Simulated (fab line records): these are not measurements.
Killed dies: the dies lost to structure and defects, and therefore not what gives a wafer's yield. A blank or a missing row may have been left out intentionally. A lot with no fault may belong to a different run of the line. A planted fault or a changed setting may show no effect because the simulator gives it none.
A struck lot beside a sound one + flow nandHarc + 14 steps out of a route of 1302
Sound: the wafers L767.1, L767.3, L767.4. Struck: wafer L783.3 (left out: L783.2, L783.6 of the same lot, which were not struck); the cause appears at the end.
Each step with rows lists, per side, the tool, then ch with its chambers, then its first start. Under that, the readings that differ: sound wafers + struck wafers + difference of the means + sigmas: that difference in standard deviations of wafers without a fault.
alike: same words and numbers on both sides, and readings whose means sit less than 2 such deviations apart. not compared: any withheld reading, any reading some wafer has no value for, any bound like >300 that may hide the same value, and any number with overlapping values for which the record gives no deviation.
A row with sigmas, a row that says differs or no value, or rows on one side alone: a step with any of these is where the two part. Numbers that don't overlap but have no deviation are shown without sigmas and don't part them. A reading that every wafer of one side lacks parts them only if that side has two wafers or more.

first, 8 steps without rows for these wafers: NHARC_A_BONDPAD_HMDS_02 (time 30 s); NHARC_A_BONDPAD_COAT_33 (time 65 s); NHARC_A_BONDPAD_COAT_03 (resist thk 600 nm); NHARC_A_BONDPAD_SOFTBAKE_04 (time 70 s); NHARC_A_BONDPAD_EBR_05; NHARC_A_BONDPAD_EXPOSE_06 (exposes mask A BPAD); NHARC_A_BONDPAD_PEB_07 (peb time 80 s); NHARC_A_BONDPAD_DEVELOP_08 (time 50 s).
NHARC_A_BONDPAD_CD_MEAS_09: target cd 500 nm.
  sound on cdSem-01 ch 0, day 24 16:40; struck on cdSem-01 ch 0, day 30 23:33
  alike: cdNm
NHARC_A_BONDPAD_OVL_MEAS_35:
  struck on overlay-01, day 30 23:38; sound on overlay-02, day 24 16:45
| reading         | sound       | struck | difference | sigmas |
|-----------------|-------------|--------|------------|--------|
| overlayYNm (nm) | -18 -17 -18 | -3     | +15        | +2     |
  alike: overlayXNm
then, 1 step without rows for these wafers: NHARC_A_BONDPAD_HARDBAKE_10 (time 65 s).
NHARC_A_BONDPAD_DESCUM_11: chemistry O2, time 3 s.
  sound on rieDiel-11 ch 0,1,3, day 24 16:52; struck on rieDiel-02 ch 3, day 30 23:47
| reading                  | sound       | struck | difference | sigmas |
|--------------------------|-------------|--------|------------|--------|
| drypumpMotorCurrentA (A) | 6.2 5.9 6.1 | 5.3    | -0.8       | -2     |
| rfHoursCounterH (h)      | 37 38 42    | 4      | -35        |        |
  alike: oesProductAu, rfVppV, showerheadPlenumPTorr, throttleValvePct
NHARC_A_BONDPAD_ETCH_34: etches the open film in N2/H2, target depth 60 nm, overetch 18 nm, time 65.91 s.
  sound on rieDiel-11 ch 0,2,3, day 24 16:58; struck on rieDiel-02 ch 0, day 30 23:52
| reading             | sound             | struck | difference | sigmas |
|---------------------|-------------------|--------|------------|--------|
| oesProductAu (a.u.) | 0.994 0.996 1.006 | 0.805  | -0.194     | -28    |
| rfHoursCounterH (h) | 35 37 38          | 3      | -34        |        |
  alike: drypumpMotorCurrentA, rfVppV, showerheadPlenumPTorr, throttleValvePct
NHARC_A_BONDPAD_ETCH_12: etches the open film in CHF3/O2, target depth 220 nm, time 110 s.
  sound: rieDiel-11 ch 0,2,3; struck: rieDiel-02 ch 2
| reading             | sound    | struck | difference | sigmas |
|---------------------|----------|--------|------------|--------|
| rfHoursCounterH (h) | 37 35 38 | 4      | -33        |        |
  alike: drypumpMotorCurrentA, oesProductAu, rfVppV, showerheadPlenumPTorr, throttleValvePct

WHERE THEY PART
Earliest at NHARC_A_BONDPAD_OVL_MEAS_35; latest, in this record, at NHARC_A_BONDPAD_ETCH_34. Later steps at which nothing parts them and some readings are alike: NHARC_A_BONDPAD_ETCH_12.

WHY: what had been put in by the simulator
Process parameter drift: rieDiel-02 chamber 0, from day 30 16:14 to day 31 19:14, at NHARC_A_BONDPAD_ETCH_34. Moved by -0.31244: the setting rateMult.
